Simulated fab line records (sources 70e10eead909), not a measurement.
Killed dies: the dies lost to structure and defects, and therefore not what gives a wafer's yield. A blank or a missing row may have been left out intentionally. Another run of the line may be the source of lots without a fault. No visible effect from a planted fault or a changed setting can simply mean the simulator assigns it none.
A lot that was struck, set against a sound lot -- flow nand-harc -- 13 steps out of a route of 1302
Sound: the wafers L231.2, L231.4, L231.6. Struck: wafers L233.1, L233.6 (left out: L233.3, a lot-mate that was not struck); the cause follows at the end.
Order at every step that has rows: each side's tool, ch and its chambers, its first start. Under that, the readings that differ: sound wafers -- struck wafers -- difference of the means -- sigmas: that difference in standard deviations of wafers without a fault.
alike: readings whose means differ by less than 2 such deviations, and words and numbers that are the same on both sides. not compared: withheld readings, readings that some wafer has no value for, bounds like >300 that may hide the same value, and numbers for which the record gives no deviation and whose values overlap.
A row with sigmas, a row that says differs or no value, or rows on one side alone: a step with any of these is where the two part. Non-overlapping numbers with no deviation appear without sigmas and do not part them. Lack of a reading on every wafer of one side parts them only where that side has two or more wafers.

NHARC_A_WL_FILL_CVD_03: deposits W, target thk 40 nm, time 279 s.
  sound on cvd-w-01 ch 0,1, day 22 15:47; struck on cvd-w-02 ch 1, day 24 14:35
  alike: heater-power-w, mfc-ar-sccm, throttle-valve-pct
NHARC_A_WL_FILL_ETCHBACK_04: etches the open film in NF3, target depth 60 nm, time 120 s.
  sound on rie-metal-02 ch 0,1, day 22 16:05; struck on rie-metal-01 ch 0,1, day 24 14:59
  alike: drypump-motor-current-A, oes-product-au, run-length-s
  not compared: rf-hours-counter-h
NHARC_A_WL_FILL_ETCHBACK_05: etches the open film in Cl2/BCl3, target depth 22 nm, time 60 s.
  sound on rie-metal-02 ch 0,1, day 22 16:20; struck on rie-metal-01 ch 0,1, day 24 15:12
  alike: drypump-motor-current-A, oes-product-au, run-length-s
  not compared: rf-hours-counter-h
NHARC_A_WL_FILL_STRIP_27: strips in N2/H2, time 20 s.
  sound on plasma-asher-02 ch 0,1, day 22 16:28; struck on plasma-asher-01 ch 0, day 24 15:20
reading,sound,struck,difference,sigmas
drypump-motor-current-A (A),6.0 6.2 6.2,5.0 5.1,-1.1,-2
  alike: heater-power-w
  not compared: rf-hours-counter-h
then, 6 steps without rows for these wafers: NHARC_A_WL_FILL_STRIP_28 (strips in post etch residue remover, time 1200 s); NHARC_A_WL_FILL_PRECLEAN_06 (cleans in DIW, time 300 s); NHARC_A_WL_FILL_SRD_07; NHARC_A_WL_FILL_ANNEAL_08 (time 1800 s); NHARC_A_WL_FILL_ALD_10 (deposits SiO2, target thk 50 nm, pulse time 10 s, ald cycles 500); NHARC_A_WL_FILL_ETCHBACK_16 (etches the open film in C4F8/O2/Ar, target depth 120 nm, time 24 s).
NHARC_A_WL_FILL_STRIP_29: strips in O2, time 20 s.
  sound on rie-diel-10 ch 0,2, day 23 02:32; struck on rie-diel-10 ch 1,2, day 25 03:04
  alike: drypump-motor-current-A, mfc-ar-sccm, oes-product-au, rf-vpp-V, showerhead-plenum-p-Torr, throttle-valve-pct
  not compared: rf-hours-counter-h
NHARC_A_WL_FILL_ETCHBACK_17: etches the open film in Cl2/BCl3, target depth 4 nm, time 26.7 s.
  sound on rie-metal-01 ch 0,1, day 23 02:37; struck on rie-metal-02 ch 0, day 25 03:10
reading,sound,struck,difference,sigmas
drypump-motor-current-A (A),6.1 5.7 5.8,5.1 5.1,-0.8,-2
run-length-s (s),48.1 48.1 47.8,38.0 38.2,-9.9,-33
  alike: oes-product-au
  not compared: rf-hours-counter-h
then, 1 step without rows for these wafers: NHARC_A_WL_FILL_PRECLEAN_18 (cleans in dHF, time 30 s).

== WHERE THEY PART ==
Last at NHARC_A_WL_FILL_ETCHBACK_17 as far as this record goes, first at NHARC_A_WL_FILL_STRIP_27.

WHY: whatever the simulator had introduced
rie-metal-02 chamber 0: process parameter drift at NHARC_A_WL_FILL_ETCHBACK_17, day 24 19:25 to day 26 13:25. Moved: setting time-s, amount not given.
